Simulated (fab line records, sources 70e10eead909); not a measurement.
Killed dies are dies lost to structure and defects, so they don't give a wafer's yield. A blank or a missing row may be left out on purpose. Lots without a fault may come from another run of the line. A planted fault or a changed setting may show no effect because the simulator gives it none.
Which tool did it? | flow nand_harc | 14 lots, 42 wafers sampled, at 5 steps of a route of 1159

WHAT THE GAUGES READ, wafer by wafer
NHARC_P_CONTACT_INSPECT_27. Usual: raw_defect_count 278, standard deviation 100.
lot  | measured     | on                | raw_defect_count | flag
L671 | day 6 02:12  | defect_inspect-02 | 331 270 207      |
L670 | day 6 04:26  | defect_inspect-02 | 353 188 376      |
L672 | day 6 07:47  | defect_inspect-02 | 246 211 172      |
L675 | day 6 20:57  | defect_inspect-02 | 178 327 357      |
L676 | day 7 08:06  | defect_inspect-02 | 442 310 361      |
L677 | day 7 21:38  | defect_inspect-01 | 378 424 398      |
L679 | day 7 21:52  | defect_inspect-01 | 234 338 376      |
L680 | day 8 19:43  | defect_inspect-01 | 380 444 350      |
L681 | day 8 21:53  | defect_inspect-02 | 185 153 187      |
L688 | day 10 04:35 | defect_inspect-02 | 183 270 233      |
L691 | day 10 18:42 | defect_inspect-02 | 303 223 291      |
L690 | day 10 19:16 | defect_inspect-02 | 162 361 229      |
L692 | day 11 15:22 | defect_inspect-02 | 144 176 192      |
L693 | day 11 15:25 | defect_inspect-01 | 344 306 208      |

NHARC_END_SORT_01. Usual: killed_at_array 28, standard deviation 11; killed_at_other 0.6, standard deviation 0.85; killed_at_periphery 2.8, standard deviation 2.3; killed_dies 31, standard deviation 11; killed_open 3.1, standard deviation 1.6; killed_short 2.0, standard deviation 1.4.
lot  | measured     | on        | killed_at_array | killed_at_other | killed_at_periphery | killed_dies | killed_open | killed_short | flag
L671 | day 19 11:36 | prober-01 | 26 22 24        | 1 0 0           | 2 4 1               | 29 26 25    | 4 3 4       | 2 2 0        |
L670 | day 19 15:49 | prober-02 | 30 28 30        | 0 1 0           | 3 1 0               | 33 30 30    | 4 2 1       | 3 1 4        |
L672 | day 20 01:08 | prober-02 | 11 15 14        | 2 1 1           | 2 2 0               | 15 18 15    | 2 3 0       | 1 1 1        |
L675 | day 19 19:31 | prober-01 | 22 28 27        | 1 0 0           | 5 2 3               | 28 30 30    | 5 2 4       | 3 2 3        |
L676 | day 20 13:37 | prober-02 | 12 12 11        | 1 0 1           | 3 6 1               | 16 18 13    | 4 5 2       | 3 0 1        |
L677 | day 20 19:49 | prober-01 | 27 16 21        | 1 1 1           | 2 2 0               | 30 19 22    | 6 1 4       | 1 7 3        |
L679 | day 21 10:28 | prober-02 | 14 16 15        | 0 2 0           | 5 5 5               | 19 23 20    | 9 7 3       | 3 4 3        |
L680 | day 22 11:32 | prober-01 | 15 18 21        | 1 0 2           | 6 2 1               | 22 20 24    | 3 3 4       | 0 1 2        |
L681 | day 22 11:33 | prober-02 | 24 43 33        | 0 0 0           | 3 1 1               | 27 44 34    | 1 4 3       | 2 6 2        |
L688 | day 23 04:33 | prober-02 | 46 28 33        | 0 0 0           | 6 8 5               | 52 36 38    | 4 2 5       | 2 1 3        |
L691 | day 25 04:41 | prober-01 | 50 50 49        | 0 1 1           | 4 3 0               | 54 54 50    | 3 3 1       | 1 3 1        |
L690 | day 24 15:09 | prober-02 | 18 22 18        | 1 0 1           | 4 1 1               | 23 23 20    | 6 1 3       | 1 3 1        |
L692 | day 24 22:55 | prober-02 | 28 38 27        | 1 0 0           | 6 8 4               | 35 46 31    | 4 5 1       | 2 5 5        |
L693 | day 24 20:50 | prober-01 | 29 30 27        | 2 1 3           | 7 13 4              | 38 44 34    | 4 3 0       | 3 2 1        |

WHICH TOOL RAN EACH LOT (tool, then ch and the chambers of the sampled wafers, then the start)
lot  | NHARC_P_CONTACT_PRE_CLEAN_39 | NHARC_P_CONTACT_PVD_32                  | NHARC_P_CONTACT_ALD_22
L671 | pvd_sputter-03, day 5 21:43  | pvd_sputter-03, day 5 21:53 or earlier  | ald_metal-02 ch 1,2,3, day 5 21:53
L670 | pvd_sputter-02, day 5 23:16  | pvd_sputter-02, day 5 23:30 or earlier  | ald_metal-02 ch 0,1,3, day 5 23:30
L672 | pvd_sputter-03, day 6 03:50  | pvd_sputter-03, day 6 04:02 or earlier  | ald_metal-03 ch 0,1,3, day 6 04:02
L675 | pvd_sputter-01, day 6 18:48  | pvd_sputter-01, day 6 19:01 or earlier  | ald_metal-01 ch 0,1,2, day 6 19:01
L676 | pvd_sputter-01, day 7 03:47  | pvd_sputter-01, day 7 03:58 or earlier  | ald_metal-01 ch 0,1, day 7 03:58
L677 | pvd_sputter-03, day 7 19:19  | pvd_sputter-03, day 7 19:29 or earlier  | ald_metal-01 ch 0,3, day 7 19:29
L679 | pvd_sputter-02, day 7 19:29  | pvd_sputter-02, day 7 19:44 or earlier  | ald_metal-02 ch 0,1,2, day 7 19:44
L680 | pvd_sputter-02, day 8 13:45  | pvd_sputter-02, day 8 13:56 or earlier  | ald_metal-03 ch 0,1, day 8 13:56
L681 | pvd_sputter-02, day 8 18:59  | pvd_sputter-02, day 8 19:10 or earlier  | ald_metal-01 ch 0,2,3, day 8 19:10
L688 | pvd_sputter-03, day 10 03:06 | pvd_sputter-03, day 10 03:19 or earlier | ald_metal-02 ch 0,1,3, day 10 03:19
L691 | pvd_sputter-01, day 10 17:07 | pvd_sputter-01, day 10 17:17 or earlier | ald_metal-02 ch 1,2,3, day 10 17:17
L690 | pvd_sputter-03, day 10 17:47 | pvd_sputter-03, day 10 17:58 or earlier | ald_metal-01 ch 0,1, day 10 17:58
L692 | pvd_sputter-02, day 11 09:20 | pvd_sputter-02, day 11 09:32 or earlier | ald_metal-03 ch 0,2, day 11 09:32
L693 | pvd_sputter-01, day 11 09:46 | pvd_sputter-01, day 11 09:56 or earlier | ald_metal-01 ch 0,3, day 11 09:56
- NHARC_P_CONTACT_PRE_CLEAN_39: time 19.5 s.
- NHARC_P_CONTACT_PVD_32: deposits Ti, target thk 5 nm, time 17.7 s.
- NHARC_P_CONTACT_ALD_22: deposits TiN, target thk 3 nm, pulse time 1 s, ald cycles 150.

WHAT THE TOOLS THEMSELVES READ (means of the sampled wafers that have a number; where no wafer has one, the mark that the record gives instead)
NHARC_P_CONTACT_PRE_CLEAN_39. Usual: bias_v 249.9 V, standard deviation 2.3.
lot  | tool           | bias_v (V) | flag
L671 | pvd_sputter-03 | 249.9      |
L670 | pvd_sputter-02 | 250.4      |
L672 | pvd_sputter-03 | 251.0      |
L675 | pvd_sputter-01 | 247.6      |
L676 | pvd_sputter-01 | 247.9      |
L677 | pvd_sputter-03 | 250.6      |
L679 | pvd_sputter-02 | 251.5      |
L680 | pvd_sputter-02 | 247.9      |
L681 | pvd_sputter-02 | 249.6      |
L688 | pvd_sputter-03 | 248.6      |
L691 | pvd_sputter-01 | 249.9      |
L690 | pvd_sputter-03 | 250.9      |
L692 | pvd_sputter-02 | 251.2      |
L693 | pvd_sputter-01 | 249.9      |

NHARC_P_CONTACT_PVD_32. Usual: throttle_valve_pct 29.9 %, standard deviation 0.85.
lot  | tool           | throttle_valve_pct (%) | flag
L671 | pvd_sputter-03 | 29.9                   |
L670 | pvd_sputter-02 | 30.1                   |
L672 | pvd_sputter-03 | 28.9                   |
L675 | pvd_sputter-01 | 29.6                   |
L676 | pvd_sputter-01 | 29.7                   |
L677 | pvd_sputter-03 | 30.2                   |
L679 | pvd_sputter-02 | 29.4                   |
L680 | pvd_sputter-02 | 29.5                   |
L681 | pvd_sputter-02 | 29.6                   |
L688 | pvd_sputter-03 | 30.3                   |
L691 | pvd_sputter-01 | 29.8                   |
L690 | pvd_sputter-03 | 30.4                   |
L692 | pvd_sputter-02 | 29.7                   |
L693 | pvd_sputter-01 | 31.0                   |

NHARC_P_CONTACT_ALD_22. Usual: heater_power_w 1108 W, standard deviation 180; precursor_pulse_height_rel 1.003, standard deviation 0.021.
lot  | tool         | heater_power_w (W) | precursor_pulse_height_rel | flag
L671 | ald_metal-02 | 1148               | 1.012                      |
L670 | ald_metal-02 | 1197               | 0.992                      |
L672 | ald_metal-03 | 1163               | 0.994                      |
L675 | ald_metal-01 | 976                | 0.985                      |
L676 | ald_metal-01 | 1041               | 1.025                      |
L677 | ald_metal-01 | 1105               | 1.003                      |
L679 | ald_metal-02 | 1157               | 1.021                      |
L680 | ald_metal-03 | 1143               | 0.988                      |
L681 | ald_metal-01 | 1029               | 0.997                      |
L688 | ald_metal-02 | 1221               | 1.047                      |
L691 | ald_metal-02 | 1155               | 0.993                      |
L690 | ald_metal-01 | 1045               | 1.022                      |
L692 | ald_metal-03 | 1119               | 0.993                      |
L693 | ald_metal-01 | 1087               | 0.988                      |

THE ANSWER, worked out from the rows above alone
Rule: a lot is off if the mean of its wafers that have a number lies more than 3 standard deviations from the usual mean. A lot without any number at a reading at which 4 lots or more have one is off too. The other lots that the step has rows for count as sound. The gauges are gone through in route order, then the tools' own readings, and for those a lot's mean is taken as printed above. The first step at which some lot is off is used, and at that step the reading that is off furthest; a lot without a number counts as furthest.
No lot is off at any reading shown: from this, nothing can be told.

WHAT THE SIMULATOR HAD PUT IN
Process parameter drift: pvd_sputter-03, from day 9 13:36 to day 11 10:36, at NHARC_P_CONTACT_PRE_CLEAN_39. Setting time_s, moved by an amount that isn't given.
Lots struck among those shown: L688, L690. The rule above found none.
